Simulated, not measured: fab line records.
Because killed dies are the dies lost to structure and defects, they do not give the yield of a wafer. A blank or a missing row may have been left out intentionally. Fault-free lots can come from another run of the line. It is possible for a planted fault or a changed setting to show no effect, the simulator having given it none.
Struck lot and sound lot, side by side    flow nand_harc    17 steps out of a route of 1159
Sound: these wafers, L997.1, L997.4, L997.6. Struck: wafers L104.1, L104.6 (left out: L104.2, a lot-mate that was not struck); the cause follows at the end.
At each step with rows: each side's tool, then ch and its chambers, then its first start. Under that, the readings that differ: sound wafers    struck wafers    difference of the means    sigmas: that difference in standard deviations of wafers without a fault.
alike: a reading whose means differ by less than 2 such deviations, as well as words and numbers matching on both sides. not compared: withheld readings; readings where some wafer has no value; bounds like >300 that might hide an equal value; numbers whose values overlap and for which the record gives no deviation.
A row with sigmas, a row that says differs or no value, or rows on one side alone: a step with any of these is where the two part. Non-overlapping numbers with no deviation appear without sigmas and do not part them. A reading that every wafer of one side lacks parts them only if that side has two wafers or more.

NHARC_P_M0_OVL_MEAS_10: pitch 180 nm.
  sound on overlay-01, day 6 19:44; struck on overlay-02, day 8 14:26
  alike: overlay_x_nm, overlay_y_nm
NHARC_P_M0_INSPECT_11:
  sound on defect_inspect-02, day 6 19:47; struck on defect_inspect-01, day 8 14:28
  alike: raw_defect_count
then, 1 step without rows for these wafers: NHARC_P_M0_DESCUM_14 (chemistry O2, time 3 s).
NHARC_P_M0_ETCH_34: etches the open film in N2/H2, target depth 40 nm, overetch 12 nm, time 43.94 s.
  sound on rie_diel-12 ch 0,3, day 6 19:56; struck on rie_diel-12 ch 1,3, day 8 14:37
  alike: drypump_motor_current_A, n2_flow_sccm, oes_product_au, rf_fwd_power_W, rf_vpp_V, showerhead_plenum_p_Torr, throttle_valve_pct
  not compared: rf_hours_counter_h
NHARC_P_M0_ETCH_15: etches the open film in C4F8/Ar, target depth 150 nm, overetch 15 nm, time 82.5 s.
  sound: rie_diel-12 ch 0,2,3; struck: rie_diel-12 ch 0,2
  alike: oes_product_au, rf_fwd_power_W, rf_vpp_V
  not compared: rf_hours_counter_h
NHARC_P_M0_CD_MEAS_16:
  sound on cd_sem-02, day 6 20:08; struck on cd_sem-02, day 8 14:50
  alike: cd_nm
NHARC_P_M0_STRIP_18: strips in N2/H2.
  sound on rie_diel-02 ch 0,1,2, day 6 20:14; struck on rie_diel-02 ch 0,2, day 8 14:55
  alike: drypump_motor_current_A, n2_flow_sccm, oes_product_au, power_w, rf_fwd_power_W, rf_vpp_V, showerhead_plenum_p_Torr, throttle_valve_pct
  not compared: rf_hours_counter_h
then, 2 steps without rows for these wafers: NHARC_P_M0_STRIP_19 (strips in post etch residue remover, time 600 s); NHARC_P_M0_DEGAS_28 (time 60 s).
NHARC_P_M0_PRE_CLEAN_29: time 30 s.
  sound on pvd_sputter-03; struck on pvd_sputter-01
  alike: heater_power_w
then, 2 steps without rows for these wafers: NHARC_P_M0_PVD_20 (deposits TaN, target thk 5 nm, time 8.06 s); NHARC_P_M0_PVD_21 (deposits Cu, target thk 30 nm, time 20.49 s).
NHARC_P_M0_ECD_22: material Cu, target thk 400 nm.
  sound on ecd_cu-01 ch 0,1, day 6 21:07; struck on ecd_cu-01 ch 0,1, day 8 15:56
NHARC_P_M0_ANNEAL_30: time 90 s.
  sound on rtp_anneal-02 ch 0, day 6 21:30; struck on rtp_anneal-02 ch 0, day 8 16:22
  alike: wafer_temp_C_max
NHARC_P_M0_CMP_23: polishes, t overpolish 20 s, target thk 117.53 nm.
  sound on cmp-03 ch 0,2,3, day 6 21:50; struck on cmp-01 ch 2, day 8 16:43
reading                 sound           struck     difference  sigmas
time_to_endpoint_s (s)  33.5 28.6 23.9  13.1 11.0  -16.6       -7
  alike: motor_current_A
  not compared: pad_life_wafers
NHARC_P_M0_THK_MEAS_24: measures by xrf.
  sound on film_metro-01, day 6 22:10; struck on film_metro-01, day 8 17:02
  alike: thk_nm
-- the record jumps here: 14 days lie between the struck wafers' starts before and after (it left off in module P_M0 and takes up again in module END, whose first step shown is number 1159 of the route) --
NHARC_END_SORT_01:
  sound on prober-02 ch 0, day 19 21:52; struck on prober-02 ch 0, day 22 11:45
  alike: defect_limited_yield, killed_at_array, killed_at_other, killed_at_periphery, killed_dies, killed_open, killed_short, sort_bin_2_pct, sort_bin_3_pct, sort_bin_4_pct, sort_n_pass, sort_rim_yield_pct, sort_yield_pct

== WHERE THEY PART ==
Within this record, at NHARC_P_M0_CMP_23 only. Later steps at which nothing parts them and some readings are alike: NHARC_P_M0_THK_MEAS_24, NHARC_END_SORT_01.

WHY: whatever the simulator had introduced
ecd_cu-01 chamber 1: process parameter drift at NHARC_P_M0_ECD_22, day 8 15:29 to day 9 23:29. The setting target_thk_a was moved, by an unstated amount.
